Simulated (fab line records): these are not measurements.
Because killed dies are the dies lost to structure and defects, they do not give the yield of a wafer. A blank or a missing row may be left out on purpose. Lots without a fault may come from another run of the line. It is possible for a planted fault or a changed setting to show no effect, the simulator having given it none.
Chamber matching    flow n5_finfet    N5_BEOL_M11_ALD_74 on ald_metal-04 has 4 sister chambers
The step deposits TaN, target thk 2 nm, pulse time 2 s, purge time 3 s. 4 wafers are shown with their chamber, then 9 later ones without.

WAFERS PAIRED WITH THEIR CHAMBERS
wafer   chamber  heater_power_w (W)
L084.6  1        463
L091.4  2        512
L091.5  3        353
L091.6  0        452

WAFERS WHOSE CHAMBER IS MISSING
wafer   heater_power_w (W)
L093.1  456
L093.2  347
L093.5  451
L092.1  344
L092.3  443
L092.4  521
L095.4  498
L095.5  458
L095.6  346

WHICH CHAMBER EACH ONE RAN IN
wafer   from the rows above      in truth
L093.1  can't be placed: 0 or 1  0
L093.2  3                        3
L093.5  can't be placed: 0 or 1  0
L092.1  3                        3
L092.3  can't be placed: 0 or 1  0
L092.4  2                        2
L095.4  2                        2
L095.5  can't be placed: 1 or 0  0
L095.6  3                        3
Placed correctly: 5 of 9. Unplaceable from these rows: 4, with the true chamber sitting among the candidates in 4. Number placed wrongly: 0.
How it was worked out, from the rows above alone: a wafer's distance from a chamber is the root of the sum, over the readings, of the square of ((its reading less the chamber's mean) divided by the reading's scatter). If the next closest chamber is less than 2 further off than the closest, the wafer can't be placed; otherwise it belongs to the closest. A chamber's mean is the mean of its shown wafers. The scatter (one wafer shown for each chamber): square how far every hidden wafer sits from the nearest shown wafer, average those squares and take the square root.
